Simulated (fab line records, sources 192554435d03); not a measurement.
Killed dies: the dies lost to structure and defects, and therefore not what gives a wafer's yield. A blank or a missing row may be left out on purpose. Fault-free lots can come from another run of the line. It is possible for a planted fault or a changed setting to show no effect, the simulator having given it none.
Which tool is to blame? | flow n5 finfet | 11 lots, 32 wafers sampled, at 5 steps of a route of 1938

WHAT THE GAUGES SHOWED, per wafer
Not one reading of a measure or inspect step in the record can be checked against a usual standard deviation.

EACH LOT AND THE TOOL THAT RAN IT (in order: tool; ch and the chambers of the sampled wafers; start)
lot  | N5_BEOL_M9_ETCH_76                 | N5_BEOL_M9_ETCH_65                 | N5_BEOL_M9_CURE_72            | N5_BEOL_M9_DEGAS_44          | N5_PASSIVATION_PROBE_49
L221 | rie diel-03 ch 0,2,3, day 10 05:26 | rie diel-03 ch 0,2,3, day 10 05:27 | uv cure-03 ch 1, day 10 06:21 | pvd sputter-01, day 10 06:47 | -
L222 | rie diel-06 ch 0,1,2, day 10 23:23 | rie diel-06 ch 0,1,2, day 10 23:24 | uv cure-02 ch 1, day 11 00:10 | pvd sputter-02, day 11 00:28 | -
L223 | rie diel-06 ch 1,2,3, day 11 00:56 | rie diel-06 ch 1,2,3, day 11 00:57 | uv cure-02 ch 1, day 11 01:36 | pvd sputter-03, day 11 02:00 | -
L225 | rie diel-03 ch 2,3, day 11 10:44   | rie diel-03 ch 2,3, day 11 10:45   | uv cure-03 ch 0, day 11 11:33 | pvd sputter-01, day 11 11:49 | -
L226 | rie diel-03 ch 0,1,2, day 11 18:43 | rie diel-03 ch 0,1,2, day 11 18:44 | uv cure-01 ch 0, day 11 19:26 | pvd sputter-03, day 11 19:57 | prober-02, day 14 05:40
L230 | rie diel-02 ch 1,3, day 12 20:23   | rie diel-02 ch 1,3, day 12 20:25   | uv cure-02 ch 0, day 12 21:03 | pvd sputter-02, day 12 22:41 | -
L231 | rie diel-06 ch 0,1, day 13 00:47   | rie diel-06 ch 0,1, day 13 00:48   | uv cure-03 ch 0, day 13 01:55 | pvd sputter-03, day 13 03:26 | -
L233 | rie diel-03 ch 1,2, day 13 11:33   | rie diel-03 ch 1,2, day 13 11:34   | uv cure-01 ch 2, day 13 12:22 | pvd sputter-02, day 13 12:43 | -
L239 | rie diel-06 ch 0,2,3, day 15 05:41 | rie diel-06 ch 0,2,3, day 15 05:42 | uv cure-01 ch 2, day 15 06:18 | pvd sputter-03, day 15 07:00 | -
L240 | rie diel-02 ch 0,1,2, day 15 16:07 | rie diel-02 ch 0,1,2, day 15 16:08 | uv cure-02 ch 1, day 15 16:44 | pvd sputter-03, day 15 17:11 | prober-01, day 18 07:40
L242 | rie diel-02 ch 0,1, day 15 17:11   | rie diel-02 ch 0,1, day 15 17:12   | uv cure-03 ch 1, day 15 18:11 | pvd sputter-02, day 15 20:16 | -
- N5_BEOL_M9_ETCH_76: etches underlayer in N2/H2, target depth 6.5 nm, time 5.2 s.
- N5_BEOL_M9_ETCH_65: etches SiARC in CF4, target depth 15.6 nm, time 26 s.
- N5_BEOL_M9_CURE_72: cures SiCOH lowk, time 120 s.
- N5_BEOL_M9_DEGAS_44: time 60 s.
- N5_PASSIVATION_PROBE_49

AS READ BY THE TOOLS THEMSELVES (means over the sampled wafers that have a number; for cases with no such wafer, the mark the record gives instead)
N5_BEOL_M9_ETCH_76.
lot  | tool        | drypump motor current A (A) | etch rf on time s (s) | oes product au (a.u.) | rf vpp V (V) | showerhead plenum p Torr (Torr) | throttle valve pct (%)
L221 | rie diel-03 | 6.2                         | 5.30                  | 0.71                  | 524.4        | 2.56                            | 17.7
L222 | rie diel-06 | 5.7                         | 5.26                  | 0.69                  | 523.3        | 2.54                            | 18.0
L223 | rie diel-06 | 5.4                         | 5.31                  | 0.71                  | 525.2        | 2.57                            | 17.9
L225 | rie diel-03 | 6.0                         | 5.55                  | 0.62                  | 525.8        | 2.60                            | 17.8
L226 | rie diel-03 | 6.2                         | 5.29                  | 0.72                  | 522.6        | 2.49                            | 17.6
L230 | rie diel-02 | 5.9                         | 5.25                  | 0.67                  | 524.0        | 2.50                            | 17.6
L231 | rie diel-06 | 5.7                         | 5.01                  | 0.73                  | 522.7        | 2.52                            | 17.9
L233 | rie diel-03 | 6.3                         | 5.35                  | 0.69                  | 524.3        | 2.50                            | 17.6
L239 | rie diel-06 | 5.6                         | 5.46                  | 0.64                  | 524.0        | 2.59                            | 18.0
L240 | rie diel-02 | 6.3                         | 5.29                  | 0.72                  | 525.1        | 2.54                            | 17.7
L242 | rie diel-02 | 6.4                         | 5.21                  | 0.73                  | 525.1        | 2.57                            | 17.3

N5_BEOL_M9_ETCH_65.
lot  | tool        | drypump motor current A (A) | etch rf on time s (s) | oes product au (a.u.) | rf vpp V (V) | showerhead plenum p Torr (Torr) | throttle valve pct (%)
L221 | rie diel-03 | 6.2                         | 26.7                  | 0.71                  | 184.2        | 2.15                            | 15.42
L222 | rie diel-06 | 5.6                         | 25.9                  | 0.70                  | 183.6        | 2.14                            | 15.74
L223 | rie diel-06 | 5.4                         | 26.6                  | 0.71                  | 184.9        | 2.16                            | 15.58
L225 | rie diel-03 | 6.0                         | 27.9                  | 0.62                  | 185.0        | 2.19                            | 15.73
L226 | rie diel-03 | 6.2                         | 26.6                  | 0.72                  | 184.0        | 2.10                            | 15.49
L230 | rie diel-02 | 5.9                         | 26.4                  | 0.68                  | 184.1        | 2.12                            | 15.48
L231 | rie diel-06 | 5.7                         | 24.9                  | 0.74                  | 184.3        | 2.12                            | 15.56
L233 | rie diel-03 | 6.3                         | 26.5                  | 0.69                  | 184.0        | 2.13                            | 15.64
L239 | rie diel-06 | 5.6                         | 26.8                  | 0.65                  | 183.9        | 2.18                            | 15.79
L240 | rie diel-02 | 6.3                         | 26.6                  | 0.72                  | 183.9        | 2.15                            | 15.42
L242 | rie diel-02 | 6.4                         | 26.3                  | 0.74                  | 184.3        | 2.19                            | 15.28

N5_BEOL_M9_CURE_72.
lot  | tool       | lamp power pct (%) | wafer_temp_C_max
L221 | uv cure-03 | 52.35              | 372.0
L222 | uv cure-02 | 52.34              | 371.5
L223 | uv cure-02 | 52.30              | 371.9
L225 | uv cure-03 | 52.28              | 371.5
L226 | uv cure-01 | 52.35              | 372.1
L230 | uv cure-02 | 52.37              | 371.4
L231 | uv cure-03 | 52.29              | 371.7
L233 | uv cure-01 | 52.36              | 371.5
L239 | uv cure-01 | 52.30              | 371.2
L240 | uv cure-02 | 52.29              | 371.3
L242 | uv cure-03 | 52.33              | 372.1

N5_BEOL_M9_DEGAS_44.
lot  | tool           | heater power w (W) | susceptor temp C (C)
L221 | pvd sputter-01 | 337                | 250.01
L222 | pvd sputter-02 | 339                | 249.98
L223 | pvd sputter-03 | 304                | 250.10
L225 | pvd sputter-01 | 324                | 250.06
L226 | pvd sputter-03 | 310                | 250.02
L230 | pvd sputter-02 | 312                | 249.66
L231 | pvd sputter-03 | 304                | 250.11
L233 | pvd sputter-02 | 310                | 250.01
L239 | pvd sputter-03 | 298                | 241.81
L240 | pvd sputter-03 | 292                | 241.65
L242 | pvd sputter-02 | 343                | 250.04

N5_PASSIVATION_PROBE_49.
lot  | tool      | defect limited yield (%) | killed_at_M0_to_M3 | killed_at_M4_up | killed at contacts | killed at front end | killed at other | killed dies | killed open | killed short | sort_bin_5_function (%) | sort_bin_6_memory (%) | sort_bin_8_speed (%) | sort n pass
L226 | prober-02 | 91.9                     | 28                 | 15              | 19                 | 30                  | 3               | 95          | 67          | 28           | 5.0                     | 2.9                   | 0.00                 | 1085
L240 | prober-01 | 92.0                     | 30                 | 10              | 13                 | 36                  | 5               | 94          | 62          | 31           | 4.5                     | 3.2                   | 0.00                 | 1086

THE ANSWER, worked out from the rows above alone
Rule: usual is defined by the lots themselves. Put in order of their means at a reading, lots are off if they are a third of the lots or fewer, leave a main group of 4 or more, and stand apart from it by a gap of 3 or more times the standard deviation of the main group's means; of several such gaps the widest counts. If all means in a main group match to the digits the tables above print for the reading, that group is not used. Also off: a lot with no number at a reading for which 4 or more lots have one. The other lots that the step has rows for count as sound. After the gauges, taken in route order, come the tools' own readings; for these a lot's mean is taken, as printed above. At the first step where some lot is off, the reading lying furthest off is the one used; lots without a number count as furthest.
Off at N5_BEOL_M9_DEGAS_44 (susceptor temp C): L239, L240. The main group: mean 250.00 C, standard deviation 0.13.
If a tool, at that step or one of the process steps before it, ran each lot that is off and ran no sound lot following the first of them, it fits. One candidate fits, namely pvd sputter-03 at N5_BEOL_M9_DEGAS_44. Its last sound lot is L231 (day 13 03:26), its first lot that is off L239 (day 15 07:00): a fault that began between those two fits.
On the lots that are off, the tool's own readings at N5_BEOL_M9_DEGAS_44 differ by more than 5 times the standard deviation of the sound lots' means, which bears it out; susceptor temp C reads 241.73 C there versus 250.00 C on the sound lots.

WHAT THE SIMULATOR HAD INSERTED
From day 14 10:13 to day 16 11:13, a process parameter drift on pvd sputter-03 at N5_BEOL_M9_DEGAS_44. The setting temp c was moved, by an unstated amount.
Lots struck among those shown: L239, L240. The rule above reached the same finding.
